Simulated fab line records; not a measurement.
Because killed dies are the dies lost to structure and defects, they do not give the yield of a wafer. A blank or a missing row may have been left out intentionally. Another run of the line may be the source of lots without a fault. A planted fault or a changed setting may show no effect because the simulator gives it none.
A struck lot beside a sound one    flow n5 finfet    37 steps out of a route of 1938
Sound: wafers L404.1, L404.2, L404.4. Struck: wafer L409.3 (left out: L409.5, L409.6 of the same lot, which were not struck); the cause appears at the end.
Per side, at each step with rows, come the tool, then ch with its chambers, and then its first start. Under that, the readings that differ: sound wafers    struck wafers    difference of the means    sigmas: that difference in standard deviations of wafers without a fault.
alike: words and numbers the same on both sides, and readings whose means are apart by under 2 such deviations; not compared: readings that were withheld, readings missing a value for some wafer, numbers with overlapping values and no deviation given by the record, and bounds like >300 which may hide the same value.
Wherever a step has rows on one side only, a row that says differs or no value, or a row with sigmas, the two part there. Non-overlapping numbers with no deviation appear without sigmas and do not part them. A reading that every wafer of one side lacks parts them only if that side has two wafers or more.

first, 8 steps without rows for these wafers: N5_BEOL_M1_ECD_50 (material Cu, target thk 300 nm); N5_BEOL_M1_ANNEAL_51 (time 90 s); N5_BEOL_M1_CMP_52 (polishes, stops on SiOC, t overpolish 6.8 s, target thk 40 nm); N5_BEOL_M1_PRE_CLEAN_60 (time 15 s); N5_BEOL_M1_CO_CAP_55 (material Co, precursor CCTBA/H2, target thk 2 nm, time 102.1 s); N5_BEOL_M1_PRE_CLEAN_56 (time 15 s); N5_BEOL_M1_DEP_57 (deposits SiCN from 3MS/NH3, target thk 8 nm, time 14 s); N5_BEOL_M2_ILD_DEP_00 (deposits SiOC from DEMS/O2, target thk 79 nm, time 15.3 s).
N5_BEOL_M2_PECVD_72: deposits SiO2 from TEOS/O2, target thk 16 nm, time 18 s.
  sound on pecvd-04 ch 0,2, day 8 13:59; struck on pecvd-04 ch 2, day 9 21:23
reading                                     sound         struck  difference  sigmas
model.SiO2_of_BEOL_M2_PECVD_72.thk nm (nm)  16 16.2 16.2  9.8     -6.3        
  alike: heater power w, showerhead plenum p Torr, throttle valve pct
then, 25 steps without rows for these wafers: N5_BEOL_M2_HM_DEP_02 (deposits TiN, target thk 20 nm); N5_BEOL_M2_COAT_61 (time 60 s, resist thk 60 nm); N5_BEOL_M2_COAT_62 (time 60 s, resist thk 12 nm); N5_BEOL_M2_COAT_73 (time 60 s, resist thk 5 nm); N5_BEOL_M2_COAT_05 (resist thk 30 nm); N5_BEOL_M2_EBR_07; N5_BEOL_M2_SOFTBAKE_06 (time 60 s); N5_BEOL_M2_EXPOSE_08 (exposes mask M2); N5_BEOL_M2_PEB_09 (peb time 60 s); N5_BEOL_M2_DEVELOP_10 (develop time 30 s); N5_BEOL_M2_DESCUM_16 (chemistry O2, time 7 s); N5_BEOL_M2_ETCH_74 (etches underlayer in N2/H2, target depth 6.5 nm, time 5.2 s); N5_BEOL_M2_ETCH_63 (etches SiARC in CF4, target depth 15.6 nm, time 26 s); N5_BEOL_M2_ETCH_64 (etches SOC in N2/H2, target depth 75 nm, overetch 22.5 nm, time 121.9 s); N5_BEOL_M2_STRIP_65 (strips in N2/H2); N5_BEOL_M2_STRIP_75 (strips in N2/H2); N5_BEOL_M2_STRIP_66 (strips in CF4); N5_BEOL_M2_HM_OPEN_17 (chemistry Cl2/BCl3, target TiN, target depth 20 nm, overetch 6 nm); N5_BEOL_M2_STRIP_19 (strips in O2); N5_BEOL_M2_COAT_67 (time 60 s, resist thk 60 nm); N5_BEOL_M2_COAT_68 (time 60 s, resist thk 12 nm); N5_BEOL_M2_COAT_76 (time 60 s, resist thk 5 nm); N5_BEOL_M2_COAT_22 (resist thk 30 nm); N5_BEOL_M2_EBR_24; N5_BEOL_M2_SOFTBAKE_23 (time 60 s).
N5_BEOL_M2_HM_STRIP_39: strips TiN in peroxide tin strip, target depth 25 nm, time 158 s.
  sound on wet bench-01 ch 4,5,7, day 8 19:29; struck on wet bench-01 ch 4, day 10 03:09
reading                                     sound         struck  difference  sigmas
model.SiO2_of_BEOL_M2_PECVD_72.thk nm (nm)  15.8 16 16.2  9.6     -6.4        
  alike: temp c
N5_BEOL_M2_CMP_52: polishes, stops on SiOC, t overpolish 6.8 s, target thk 40 nm.
  sound on cmp-02 ch 0,1,2, day 8 23:03; struck on cmp-03 ch 0, day 10 06:38
reading                       sound           struck  difference  sigmas
barrier field endpoint s (s)  24.6 24.8 25.7  16.9    -8.1        -15
  alike: motor current A
N5_BEOL_M4_RC_MEAS_101:
  sound on prober-02 ch 0, day 10 06:02; struck on prober-02 ch 0, day 11 04:13
  alike: DIBL_N, DIBL_P, IOFF_N, IOFF_P, ION_N, ION_P, SS_N, SS_P, VT_N, VT_P

## WHERE THEY PART
At N5_BEOL_M2_CMP_52 and nowhere else, as far as this record goes. Later steps at which nothing parts them and some readings are alike: N5_BEOL_M4_RC_MEAS_101.

WHY: whatever the simulator had introduced
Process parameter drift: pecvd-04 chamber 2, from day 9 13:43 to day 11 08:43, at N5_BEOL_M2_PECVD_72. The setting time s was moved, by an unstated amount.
